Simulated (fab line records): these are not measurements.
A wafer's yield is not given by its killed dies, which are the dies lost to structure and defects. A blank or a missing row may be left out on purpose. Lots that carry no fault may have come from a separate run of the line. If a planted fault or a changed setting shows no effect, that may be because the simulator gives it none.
What tool caused it? ; flow n5_finfet ; 28 wafers from 10 lots sampled at 5 of the route's 1938 steps

WHAT THE GAUGES SHOWED, per wafer
N5_BEOL_M4_RC_MEAS_101.
lot;measured;on;DIBL_N (mV/V)
L999;day 8 02:34;prober-01;37.8 37.7 35.5
L101;day 8 13:50;prober-02;36.3 39.2 34.9
L103;day 8 22:09;prober-01;39.5 37.1 38.1
L104;day 9 03:23;prober-01;36.4 33.1 37.8
L105;day 9 08:04;prober-02;33.9 38.6 34.7
L108;day 10 03:26;prober-02;38.1 35.9
L110;day 10 10:45;prober-02;33.5 35.0
L119;day 13 20:59;prober-01;38.4 36.6 37.4
L121;day 14 00:14;prober-02;36.3 38.9 38.1
L122;day 14 20:30;prober-02;36.4 34.0 36.9

EACH LOT AND THE TOOL THAT RAN IT (in order: tool; ch and the chambers of the sampled wafers; start)
lot;N5_BEOL_M4_VIA_ETCH_34;N5_BEOL_M4_ETCH_41;N5_BEOL_M4_DEGAS_44;N5_BEOL_M4_CVD_47
L999;rie_diel-06 ch 1,3, day 7 19:46;rie_diel-06 ch 1,3, day 7 20:33 or earlier;pvd_sputter-01, day 7 20:33;cvd_co-02 ch 0,2, day 7 22:41
L101;rie_diel-01 ch 1,2,3, day 8 09:25;rie_diel-01 ch 1,2,3, day 8 10:00 or earlier;pvd_sputter-01, day 8 10:00;cvd_co-01 ch 0,1, day 8 10:37
L103;rie_diel-05 ch 1,2,3, day 8 16:53;rie_diel-05 ch 1,2,3, day 8 17:23 or earlier;pvd_sputter-01, day 8 17:23;cvd_co-01 ch 1,2, day 8 18:01
L104;rie_diel-06 ch 0,1,2, day 8 22:37;rie_diel-06 ch 0,1,2, day 8 23:25 or earlier;pvd_sputter-01, day 8 23:25;cvd_co-02 ch 0,1,2, day 9 00:05
L105;rie_diel-06 ch 0,1,3, day 9 02:01;rie_diel-06 ch 0,1,3, day 9 02:32 or earlier;pvd_sputter-02, day 9 02:32;cvd_co-01 ch 0,1, day 9 03:10
L108;rie_diel-05 ch 0,1, day 9 22:46;rie_diel-05 ch 0,1, day 9 23:33 or earlier;pvd_sputter-01, day 9 23:33;cvd_co-01 ch 1,2, day 10 00:07
L110;rie_diel-01 ch 3, day 10 06:04;rie_diel-01 ch 3, day 10 06:31 or earlier;pvd_sputter-03, day 10 06:31;cvd_co-01 ch 0,1, day 10 06:55
L119;rie_diel-01 ch 0,1, day 13 15:19;rie_diel-01 ch 0,1, day 13 15:55 or earlier;pvd_sputter-03, day 13 15:55;cvd_co-01 ch 0,1,2, day 13 16:19
L121;rie_diel-05 ch 1,2, day 13 15:20;rie_diel-05 ch 1,2, day 13 16:01 or earlier;pvd_sputter-02, day 13 16:01;cvd_co-02 ch 0,1, day 13 16:38
L122;rie_diel-01 ch 0,3, day 14 15:16;rie_diel-01 ch 0,3, day 14 16:05 or earlier;pvd_sputter-01, day 14 16:05;cvd_co-02 ch 0,1,2, day 14 16:45
- N5_BEOL_M4_VIA_ETCH_34: etches the open film in C4F6/O2, target depth 69.4 nm, time 65.9 s.
- N5_BEOL_M4_ETCH_41: etches SiCN in CH3F/O2, target depth 29.9 nm, time 52.5 s.
- N5_BEOL_M4_DEGAS_44: time 60 s.
- N5_BEOL_M4_CVD_47: deposits Co from CCTBA/H2, target thk 3 nm, time 223.8 s.

THE ANSWER, worked out from the rows above alone
Rule: the usual values come from the lots themselves. Put in order of their means at a reading, lots are off if they are a third of the lots or fewer, leave a main group of 4 or more, and stand apart from it by a gap of 3 or more times the standard deviation of the main group's means; of several such gaps the widest counts. Not used: any main group whose means are identical at the precision the tables above print for the reading. Also off: a lot with no number at a reading for which 4 or more lots have one. Where the step has rows for the other lots, those lots are counted as sound.
None of the lots is off at any reading shown; this tells nothing.

WHAT THE SIMULATOR PUT IN
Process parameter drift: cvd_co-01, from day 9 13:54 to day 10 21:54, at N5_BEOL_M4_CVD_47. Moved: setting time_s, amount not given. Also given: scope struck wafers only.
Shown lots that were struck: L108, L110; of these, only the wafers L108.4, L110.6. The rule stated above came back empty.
